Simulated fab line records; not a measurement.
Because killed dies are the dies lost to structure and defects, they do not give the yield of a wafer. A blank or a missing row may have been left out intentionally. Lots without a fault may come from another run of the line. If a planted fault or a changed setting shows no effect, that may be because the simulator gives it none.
fab line records | flow n5Finfet
record: lots: 3 | wafers: 9 | lastDay: 19
route steps=1938 shown BEOL_M6@1226 BEOL_M7@1263 PASSIVATION@1936
lots untouched by any fault: they come from a run of this same line in which no faults occurred
startH: start of the lot's first displayed wafer, in hours after the record's first day | waitH: hours from the lot's prior step to this one | " unchanged from the row above | L1.1+2: one row covering several wafers at once | - no value, or no start given | * or withheld: withheld | < > ~ a bound
route shown NAME@n: NAME is a module with steps in the file, n the number in the route of the first one | usual: average and standard deviation across the fault-free wafers | same: alike in all rows | chamber/n: place in a boat | sites: per-site readings | _std_site: the standard deviation of these | _edge_site: mean of outer sites minus mean of inner sites | radiusMm: for every site, how far away it sits from the centre of the wafer | mask NAME#n: copy n | behind: the last tool/chamber to shape the wafer | hold: cause of the lot's hold/its duration in hours/its outcome | device: whichever transistor did not switch (one of n, p or np) | end of line: tests of these same wafers at the route's end | a step with no rows: only its recipe | killed: the dies lost at the first sort to structure and to defects; this is not the yield of the wafer | map: dies across one wafer; x = killed, . = not, _ = none there
set.NAME: the run value of the setting; set.NAME@STEP: its run value at that earlier step | model.NAME: the simulator's own value behind a step, which no gauge read
lots at selected steps of the route; one table per step, one row per wafer
services: the hour from which a tool's chamber was out of use, counted from the record's first day as startH (under 0 if before that day), plus the number of hours and why
== steps ==
step: N5_BEOL_M6_DEVELOP_27
recipe: developTimeS: 30 | developer: TMAH | resist: CAR-EUV | rinseLiquid: surfactantRinse | dry: airSpin | devTempC: 23
step: N5_BEOL_M6_DESCUM_33
recipe: chemistry: O2 | timeS: 7 | sourcePowerW: 50 | biasPowerW: 20 | pressureMtorr: 20 | rfFrequencyHz: 2.712e+07 | tempC: 40 | resist: CAR-EUV | o2FlowSccm: 225
step: N5_BEOL_M6_ETCH_72
recipe: chemistry: N2/H2 | target: underlayer | targetDepthA: 65 | maskMaterial: CAR-EUV | timeS: 5.2 | ionEnergyEv: 200 | pressureMtorr: 30 | sourceW: 840 | biasW: 150 | n2FlowSccm: 200 | h2FlowSccm: 200 | ends: cleared
step: N5_BEOL_M6_ETCH_65
recipe: chemistry: CF4 | target: SiARC | targetDepthA: 156 | maskMaterial: CAR-EUV | timeS: 26 | ionEnergyEv: 80 | pressureMtorr: 40 | sourceW: 545 | biasW: 36 | Ar_flow_sccm: 100 | cf4FlowSccm: 100 | ends: cleared
step: N5_BEOL_M6_ETCH_66
recipe: chemistry: N2/H2 | target: SOC | targetDepthA: 800 | overetchA: 160 | maskMaterial: SiARC | tempC: 40 | timeS: 120 | ionEnergyEv: 200 | pressureMtorr: 30 | sourceW: 840 | biasW: 150 | n2FlowSccm: 200 | h2FlowSccm: 200
step: N5_BEOL_M6_STRIP_69
recipe: chemistry: N2/H2 | tempC: 40 | n2FlowSccm: 200 | h2FlowSccm: 200 | rfFrequencyHz: 6e+07
step: N5_BEOL_M6_STRIP_73
recipe: chemistry: N2/H2 | tempC: 40 | n2FlowSccm: 200 | h2FlowSccm: 200 | rfFrequencyHz: 6e+07
step: N5_BEOL_M6_VIA_ETCH_34
recipe: chemistry: C4F6/O2 | target: SiCOH_lowk | targetDepthA: 1263 | maskMaterial: SOC | taperDeg: 4 | timeS: 50.9 | ionEnergyEv: 250 | pressureMtorr: 30 | sourceW: 345 | biasW: 185 | Ar_flow_sccm: 300 | C4F6_flow_sccm: 10 | O2_flow_sccm: 10
step: N5_BEOL_M6_STRIP_76
recipe: chemistry: C4F6/O2 | resist: SiARC | rfFrequencyHz: 6e+07
step: N5_BEOL_M6_STRIP_36
recipe: chemistry: N2/H2 | powerW: 450 | tempC: 40 | pressureMtorr: 20 | rfFrequencyHz: 6e+07 | overashFraction: 0.3 | biasPowerW: 7 | h2Frac: 0.5 | n2FlowSccm: 200 | h2FlowSccm: 200
usual: drypumpMotorCurrentA: 6.0/0.52 | h2FlowSccm: 199.8/0.58 | oesProductAu: 0.78/0.07 | rfVppV: 59.4/1.4 | showerheadPlenumPTorr: 2.60/0.075 | throttleValvePct: 23.6/0.31
lot.wafer | tool       | chamber | startH | waitH | drypumpMotorCurrentA | h2FlowSccm | oesProductAu | rfHoursCounterH | rfVppV | showerheadPlenumPTorr | throttleValvePct
L258.1    | rieDiel-03 | 0       | 218.27 | 0.0   | 6.4                  | 199.6      | 0.90         | 18              | 59.8   | 2.59                  | 23.4
L258.3    | "          | 1       | "      | "     | 6.7                  | 199.3      | 0.72         | 191             | 60.9   | 2.63                  | 23.2
L258.5    | "          | 2       | "      | "     | 5.8                  | 199.0      | 0.84         | -               | 61.4   | 2.70                  | 24.0
L261.1    | rieDiel-03 | 1       | 240.33 | 0.0   | 6.7                  | 198.3      | 0.72         | 197             | 59.0   | 2.63                  | 23.2
L261.4    | "          | 0       | "      | "     | 6.4                  | 199.7      | 0.89         | 26              | 58.3   | 2.59                  | 23.4
L261.6    | "          | 1       | "      | "     | 6.7                  | 199.0      | 0.72         | -               | 59.1   | 2.63                  | 23.2
L279.2    | rieDiel-03 | 3       | 345.93 | 0.0   | 6.1                  | 200.0      | 0.71         | 224             | 60.9   | 2.50                  | 23.7
L279.5    | "          | 3       | "      | "     | 6.1                  | 200.0      | 0.71         | -               | 57.0   | 2.50                  | 23.7
L279.6    | "          | 0       | "      | "     | 6.4                  | 199.5      | 0.82         | -               | 60.5   | 2.57                  | 23.5
step: N5_BEOL_M6_TRENCH_ETCH_37
recipe: chemistry: C4F6/O2 | targetDepthA: 944.35 | target: SiCOH_lowk | timeS: 31.5 | ionEnergyEv: 250 | pressureMtorr: 30 | sourceW: 345 | biasW: 185 | Ar_flow_sccm: 300 | C4F6_flow_sccm: 10 | O2_flow_sccm: 10
step: N5_BEOL_M6_ETCH_41
recipe: chemistry: CH3F/O2 | target: SiCN | targetDepthA: 297 | taperDeg: 2 | timeS: 52 | ionEnergyEv: 120 | maskMaterial: TiN | pressureMtorr: 30 | sourceW: 395 | biasW: 75 | Ar_flow_sccm: 150 | CH3F_flow_sccm: 30 | O2_flow_sccm: 20
step: N5_BEOL_M6_STRIP_80
recipe: chemistry: N2/H2 | timeS: 10 | powerW: 450 | tempC: 40 | pressureMtorr: 20 | rfFrequencyHz: 6e+07 | biasPowerW: 7 | n2FlowSccm: 200 | h2FlowSccm: 200
step: N5_BEOL_M6_HM_STRIP_39
recipe: chemistry: peroxideTinStrip | material: TiN | targetDepthA: 250 | tempC: 50 | timeS: 158
step: N5_BEOL_M6_SRD_40
recipe: timeS: 30 | tempC: 23 | rinseLiquid: diw | dry: ipaMarangoni
step: N5_BEOL_M6_PRECLEAN_42
recipe: chemistry: residueRemover | timeS: 60 | tempC: 40
step: N5_BEOL_M6_SRD_43
recipe: timeS: 30 | tempC: 23 | rinseLiquid: diw | dry: ipaMarangoni
step: N5_BEOL_M6_CURE_75
recipe: tempC: 370 | timeS: 120 | ambient: DMADMS/He | material: SiCOH_lowk
step: N5_BEOL_M6_DEGAS_44
recipe: ambient: vacuum | tempC: 250 | timeS: 60
step: N5_BEOL_M6_PRE_CLEAN_45
recipe: gas: H2/He | timeS: 30 | tempC: 250
step: N5_BEOL_M6_ALD_77
recipe: material: TaN | targetThkA: 20 | tempC: 275 | aldPrecursorFamily: PDMAT | aldCoReactant: NH3 | pressureTorr: 3 | carrierFlowSccm: 1500 | pulseTimeS: 2 | purgeTimeS: 3 | coReactantPurgeTimeS: 2 | coReactantPulseTimeS: 3 | aldCycles: 40 | precursorVesselTempC: 75 | precursorVesselPressureTorr: 26.25 | precursorVesselCarrierSccm: 1000
step: N5_BEOL_M6_SURFACE_TREAT_79
recipe: gas: Ar | timeS: * | ionEnergyEv: * | ionCurrentMaCm2: 0.5 | pressureMtorr: * | arFlowSccm: 30
step: N5_BEOL_M6_CVD_78
recipe: material: Co | targetThkA: 20 | tempC: withheld | precursor: CCTBA/H2 | pressureTorr: 30 | timeS: 142.3
step: N5_BEOL_M6_SPUTTER_48
recipe: material: Cu | targetThkA: 100 | tempC: -20 | biasV: 60 | powerW: 26000 | chamberPressurePa: 0.13 | timeS: 1.667
step: N5_BEOL_M6_ECD_50
recipe: material: Cu | targetThkA: 3000
step: N5_BEOL_M6_ANNEAL_51
recipe: tempC: 225 | timeS: 90 | ambient: N2
step: N5_BEOL_M6_CMP_52
recipe: stopOn: SiCOH_lowk | tOverpolishS: 6.9 | downForcePsi: 1 | platenRpm: 50 | clearingPlatenDownForcePsi: 1.5 | clearingPlatenRpm: 50 | postCmpClean: cuAlkaline | targetThkNm: 80 | clearingPlatenPadVelocityMS: 0.99484 | padVelocityMS: 0.99484
step: N5_BEOL_M6_PRE_CLEAN_55
recipe: gas: NH3 | timeS: 15 | tempC: withheld | rfPowerW: 300
step: N5_BEOL_M6_DEP_56
recipe: material: SiCN | targetThkA: 100 | tempC: withheld | precursor: 3MS/NH3 | pressureTorr: 3 | rfW: 202 | timeS: 17.5
step: N5_BEOL_M7_ILD_DEP_00
recipe: material: SiCOH_lowk | targetThkA: 1797.5 | tempC: 300 | precursor: DEMS/porogen | pressureTorr: 5 | rfW: 500 | timeS: 33.4
step: N5_BEOL_M7_CURE_74
recipe: tempC: 385 | timeS: 240 | ambient: He/Ar | material: SiCOH_lowk
step: N5_BEOL_M7_PECVD_70
recipe: material: SiO2 | targetThkA: 200 | tempC: 400 | precursor: TEOS/O2 | pressureTorr: 5.5 | rfW: 450 | teosFlowSccm: 53.8 | gas: O2 | flowSccm: 3000 | timeS: 22.7
step: N5_BEOL_M7_HM_DEP_02
recipe: material: TiN | targetThkA: 200 | tempC: 25 | chamberPressurePa: 0.49996
step: N5_PASSIVATION_PROBE_49
usual: defectLimitedYield: 91.5/1.3 | killed_at_M0_to_M3: 33/10 | killed_at_M4_up: 13/4 | killedAtContacts: 12/6.3 | killedAtFrontEnd: 39/11 | killedAtOther: 3.4/2.6 | killedDies: 100/15 | killedOnRim: 13/4 | killedOpen: 65/11 | killedShort: 34/7.8 | sort_bin_5_function: 5.0/0.89 | sort_bin_6_memory: 3.2/0.58 | sortNPass: 1080/15 | sortYieldPct: 91.5/1.3
same: grossDies: 1180 | killedAtBackSide: 0 | sort_bin_4_leakage[%]: 0 | sort_bin_8_speed[%]: 0
lot.wafer | tool      | chamber | startH | waitH | defectLimitedYield[%] | killed_at_M0_to_M3 | killed_at_M4_up | killedAtContacts | killedAtFrontEnd | killedAtOther | killedDies | killedOnRim | killedOpen | killedShort | sort_bin_5_function[%] | sort_bin_6_memory[%] | sortNPass | sortYieldPct[%]
L279.6    | prober-02 | -       | 452.64 | 0.3   | 87.4                  | 51                 | 54              | 10               | 32               | 2             | 149        | 27          | 76         | 33          | 7.5                    | 4.0                  | 1031      | 87.4
killed by level:class
L279.6 BEOL_M6:unspecified=39 BEOL_M0_SAQP:geometricParticle:open=14 BEOL_M0_SAQP:geometricParticle:short=13 BEOL_M2:geometricParticle:open=12 MOL_CONTACT_COAG:geometricParticle:open=9 BEOL_M4:geometricParticle:open=8 FIN_SAQP:geometricParticle:open=5 STI_FIN_REVEAL:geometricParticle:open=5
map L279.6 (x killed, . not)
_________________x...........________________
______________.....x............_____________
___________......x.x...............__________
__________....x..x..........x......._________
________...x.......xxx...x.........x.._______
_______....x.x.......x.....x...........______
______................x..x...x...x.xx..._____
_____.........x.....x......x..........x..____
____.........x.........x................x.___
___................xx.....x......x.......xx__
___x...x........x....x...x...........x..x..__
__....................x.....x..............x_
__..x..x...........x..............x........._
_x.......x.x..x...................x..........
_....................x.........x.............
_...x............xx........................x.
_...x..x....x.xx.............................
_.......x................x.......x..x.....x..
_.....x..............x.......................
_.x..................x......x...x............
_......................x..x...........x......
__......x........................x.........x_
__................................x........._
___...x..............x.....x...............__
___.x.......................x............x.__
____.....x..........x...x...x...........x.___
_____....x...x...............x...xx......____
______..........xx.........x.........x.._____
_______............x...................______
________...x........x.x..............x_______
__________........xxxxx............._________
___________......xxxxxxxxxxx.......__________
______________.x.xxxxxxxxxxx...._____________
_________________xxxxxxxxxxxx________________
map L258.1 (x killed, . not)
_________________............________________
______________.............x...._____________
___________.....x...x..............__________
__________...x.x.x...........x......_________
________......................x......._______
_______x.................x........x....______
______.....................xx..........._____
_____.....x..........x..........x.....x..____
____x............x................x.......___
___x..x...xx...............x........x......__
___...x.........x...x..........x.......x...__
__....x.....xx..xx....................x...x._
__..x...........................x.........x._
_....x.............x........x........x..x....
_.x.............................x..x.....x..x
_.....x...........x.................x....x..x
_............................x.x.............
_....x.....................x.................
_.x........x...................x.......x.....
_..x...x..x..x...........................x...
_....xx................x.....................
__....x..x...x..........x.....x..x.........._
__..................................x.....x._
___.....xx.....................xx..........__
___...................x.........xx.........__
____.x...............x.x....x.....x.......___
_____..x...........................x..x..____
______................................x._____
_______................................______
________..................x........xx._______
__________..xx....................x._________
___________.x..........x........x..__________
______________...x....x........x_____________
_________________............________________
== services ==
tool       | chamber | startH | hours | kind
rieDiel-03 | 1       | 222.81 | 2.7   | repair
rieDiel-03 | 0       | 253.76 | 5.9   | repair
== key ==
firstSign: step: N5_PASSIVATION_PROBE_49 | reading: killed_at_M4_up | direction: up | sigmas: 10 | usual: 13 | struck: 54
effect: step: N5_PASSIVATION_PROBE_49 | reading: defectLimitedYield | direction: down | sigmas: 3.2 | usual: 91.5 | struck: 87.4
moreKillsBornAt: N5_BEOL_M6_STRIP_36@rieDiel-03: 39
metAt N5_BEOL_M6_STRIP_36
struckWafers L279.6
onsetBetween 240.33 345.93
fault: kind: chamberParticleSource | tool: rieDiel-03 | chamber: 0 | onsetH: 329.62 | steps: N5_BEOL_M6_STRIP_36 | ratePerVisitCm2: 0.40273 | endH: 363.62
